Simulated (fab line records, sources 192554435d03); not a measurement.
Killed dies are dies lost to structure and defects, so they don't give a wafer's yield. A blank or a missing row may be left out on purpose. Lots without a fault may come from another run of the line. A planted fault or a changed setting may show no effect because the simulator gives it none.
A struck lot beside a sound one | flow n5_finfet | 36 steps out of a route of 1938
Sound: wafers L613.2, L613.4, L613.6. Struck: wafers L625.3, L625.4, L625.5. The cause comes at the end.
At each step with rows: each side's tool, then ch and its chambers, then its first start. Under that, the readings that differ: sound wafers | struck wafers | difference of the means | sigmas: that difference in standard deviations of wafers without a fault.
alike: readings whose means differ by less than 2 such deviations, and words and numbers that are the same on both sides. not compared: withheld readings, readings that some wafer has no value for, bounds like >300 that may hide the same value, and numbers for which the record gives no deviation and whose values overlap.
The two part at a step that has a row with sigmas, a row that says differs or no value, or rows on one side only. Numbers that don't overlap but have no deviation are shown without sigmas and don't part them. A reading that every wafer of one side lacks parts them only if that side has two wafers or more.

first, 9 steps without rows for these wafers: N5_BEOL_M4_ANNEAL_95 (time 240 s); N5_BEOL_M4_SPUTTER_96 (material Cu, target thk 4.5 nm, time 8.29 s); N5_BEOL_M4_ECD_50 (material Cu, target thk 300 nm); N5_BEOL_M4_ANNEAL_51 (time 90 s); N5_BEOL_M4_CMP_52 (polishes, stops on SiOC, t overpolish 6.8 s, target thk 40 nm); N5_BEOL_M4_PRE_CLEAN_60 (time 15 s); N5_BEOL_M4_CO_CAP_55 (material Co, precursor CCTBA/H2, target thk 2 nm, time 102.1 s); N5_BEOL_M4_PRE_CLEAN_56 (time 15 s); N5_BEOL_M4_DEP_57 (deposits SiCN from 3MS/NH3, target thk 8 nm, time 14 s).
N5_BEOL_M4_RC_MEAS_101:
  sound on prober-02 ch 0, day 9 11:20; struck on prober-02 ch 0, day 12 20:58
  reading        | sound          | struck         | difference | sigmas
  IOFF_P (nA/um) | 0.19 0.13 0.19 | 0.24 0.27 0.27 | +0.09      | +2
  VT_P (mV)      | -253 -258 -254 | -248 -244 -244 | +10        | +2
  alike: DIBL_N, DIBL_P, IOFF_N, ION_N, ION_P, SS_N, SS_P, VT_N
then, 24 steps without rows for these wafers: N5_BEOL_M5_ILD_DEP_00 (deposits SiCOH lowk from DEMS/porogen, target thk 140.64 nm, time 25.9 s); N5_BEOL_M5_CURE_79 (cures SiCOH lowk, time 240 s); N5_BEOL_M5_PECVD_70 (deposits SiO2 from TEOS/O2, target thk 16 nm, time 18 s); N5_BEOL_M5_HM_DEP_02 (deposits TiN, target thk 20 nm); N5_BEOL_M5_COAT_59 (time 60 s, resist thk 60 nm); N5_BEOL_M5_COAT_60 (time 60 s, resist thk 12 nm); N5_BEOL_M5_COAT_71 (time 60 s, resist thk 5 nm); N5_BEOL_M5_COAT_05 (resist thk 30 nm); N5_BEOL_M5_EBR_07; N5_BEOL_M5_SOFTBAKE_06 (time 60 s); N5_BEOL_M5_EXPOSE_08 (exposes mask M5, target cd 28 nm); N5_BEOL_M5_PEB_09 (peb time 60 s); N5_BEOL_M5_DEVELOP_10 (develop time 30 s); N5_BEOL_M5_DESCUM_16 (chemistry O2, time 7 s); N5_BEOL_M5_ETCH_72 (etches underlayer in N2/H2, target depth 6.5 nm, time 5.2 s); N5_BEOL_M5_ETCH_61 (etches SiARC in CF4, target depth 15.6 nm, time 26 s); N5_BEOL_M5_ETCH_62 (etches SOC in N2/H2, target depth 75 nm, overetch 15 nm, time 112.5 s); N5_BEOL_M5_STRIP_63 (strips in N2/H2); N5_BEOL_M5_STRIP_73 (strips in N2/H2); N5_BEOL_M5_STRIP_64 (strips in CF4); N5_BEOL_M5_HM_OPEN_17 (chemistry Cl2/BCl3, target TiN, target depth 20 nm, overetch 6 nm); N5_BEOL_M5_STRIP_19 (strips in O2); N5_BEOL_M5_COAT_65 (time 60 s, resist thk 60 nm); N5_BEOL_M5_COAT_66 (time 60 s, resist thk 12 nm).
N5_BEOL_M5_EXPOSE_25: exposes mask V4, defocus 10 nm.
  sound on euv_scanner-01 ch 0, day 9 14:55; struck on euv_scanner-02 ch 0, day 13 01:11
  reading           | sound          | struck         | difference | sigmas
  stage_msd_nm (nm) | 0.90 0.90 0.90 | 0.80 0.80 0.80 | -0.10      | -2
  alike: mask
-- the record jumps here: 4 days lie between the struck wafers' starts before and after (it left off in module BEOL_M5 and takes up again in module PASSIVATION, whose first step shown is number 1936 of the route) --
N5_PASSIVATION_PROBE_49:
  the record has rows for the struck wafers here (prober-02, day 17 10:25) and none for the sound ones

WHERE THEY PART
First at N5_BEOL_M4_RC_MEAS_101; last, within this record, at N5_PASSIVATION_PROBE_49.

WHY: what the simulator had put in
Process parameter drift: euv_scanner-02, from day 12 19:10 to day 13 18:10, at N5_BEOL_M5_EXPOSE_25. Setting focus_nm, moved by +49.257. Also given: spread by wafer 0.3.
